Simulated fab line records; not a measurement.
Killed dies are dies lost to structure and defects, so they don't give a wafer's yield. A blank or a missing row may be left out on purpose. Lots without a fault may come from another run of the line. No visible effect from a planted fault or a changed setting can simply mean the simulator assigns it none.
Problem report, 8D (eight disciplines) form, completed by code || flow n5 finfet || the parts of the form that need people (team, actions taken, sign-off) are left out

## 1. THE ISSUE
Mean of killed at front end at N5_PASSIVATION_PROBE_49: 127 across 6 wafers in 2 lots; on wafers with no fault it is 38 (standard deviation 11). Measured from the usual mean, that is +8.1 standard deviations.
Earliest sighting: wafer L791.1 on prober-02 at day 15 16:43. The record holds 9 wafers of 3 lots with a number at this step. The rule behind "out" and "out of limits": a value lying over 4 standard deviations away from the usual mean. The other wafers with a number count as sound.

## 2. WHAT IT IS AND WHAT IT IS NOT
{"question": "which readings at this step", "is": "killed at front end", "is not": "killed_at_M0_to_M3, killed_at_M4_up, killed at contacts, killed at other, killed open, killed short, sort_bin_8_speed"}
{"question": "which lots", "is": "L791, L792", "is not": "L781"}
{"question": "which wafers of those lots", "is": "all that have a number", "is not": "-"}
{"question": "read on which tools", "is": "prober-02", "is not": "prober-01"}
{"question": "when", "is": "from day 15 16:43", "is not": "up to then (3 sound wafers)"}

## 3. SUSPECTS, AND WHAT RULES EACH OUT
Counting: a tool at any process step up to the reading remains a suspect when it ran all the lots that are out and ran no sound lot after the first of those.
- rie diel-03 at N5_GATE_CUT_STRIP_42 (strips in O2): kept. All lots that are out passed through it, beginning with L791 at day 7 16:22, and no sound lot followed; its final sound lot before that point was L781 at day 4 21:24.
- prober-02 at N5_PASSIVATION_PROBE_49: kept. It ran every lot that is out, first L791 (day 15 16:43), and no sound lot after that. Its own readings are out on those wafers: killed at front end.
What counting leaves: rie diel-03 at N5_GATE_CUT_STRIP_42 and prober-02 at N5_PASSIVATION_PROBE_49.

## 4. THE CAUSE (what the simulator had put in)
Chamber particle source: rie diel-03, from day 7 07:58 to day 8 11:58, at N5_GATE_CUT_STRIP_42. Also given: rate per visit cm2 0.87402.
2 suspects survive the count, and this tool is in that group.

## 5. SEQUENCE OF EFFECTS, ordered by route
Each row: a reading where the mean over the struck wafers with a number is more than 3 standard deviations away from the usual. Only readings whose record carries a usual standard deviation are examined. hours: median over the lots of the time between each lot's start at the first step of this table that gives one and its start at this step. sigmas: the change, counted in usual standard deviations.
{"hours": 0, "step": "N5_PASSIVATION_PROBE_49", "reading": "defect limited yield", "usual": "91.5 %", "on struck wafers": 84.3, "change": -7.2, "sigmas": -4.8}
{"hours": 0, "step": "N5_PASSIVATION_PROBE_49", "reading": "killed at front end", "usual": 38, "on struck wafers": 127, "change": "+89", "sigmas": "+8.1"}
{"hours": 0, "step": "N5_PASSIVATION_PROBE_49", "reading": "killed dies", "usual": 101, "on struck wafers": 185, "change": "+84", "sigmas": "+4.7"}
{"hours": 0, "step": "N5_PASSIVATION_PROBE_49", "reading": "sort_bin_5_function", "usual": "5.0 %", "on struck wafers": 9.7, "change": "+4.7", "sigmas": "+4.7"}
{"hours": 0, "step": "N5_PASSIVATION_PROBE_49", "reading": "sort n pass", "usual": 1078, "on struck wafers": 995, "change": -83, "sigmas": -3.8}
{"hours": 0, "step": "N5_PASSIVATION_PROBE_49", "reading": "sort yield pct", "usual": "91.3 %", "on struck wafers": 84.3, "change": -7.0, "sigmas": -3.7}
Here are the process steps it includes:
- N5_PASSIVATION_PROBE_49

## 6. WHAT WOULD HAVE CAUGHT IT SOONER
201 hours passed between the start of the fault at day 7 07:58 and the first reading out of limits in this record, taken at day 15 16:43.
An alarm limit of 4 standard deviations would not have fired on the tool readings at N5_GATE_CUT_STRIP_42 for which the record gives a usual standard deviation, since none of them was out on any struck wafer.
Each of the lots that are out, 2 in all, had begun N5_GATE_CUT_STRIP_42 on rie diel-03 no later than day 15 16:43. Had the tool been put on hold then, not one of them would have been saved.
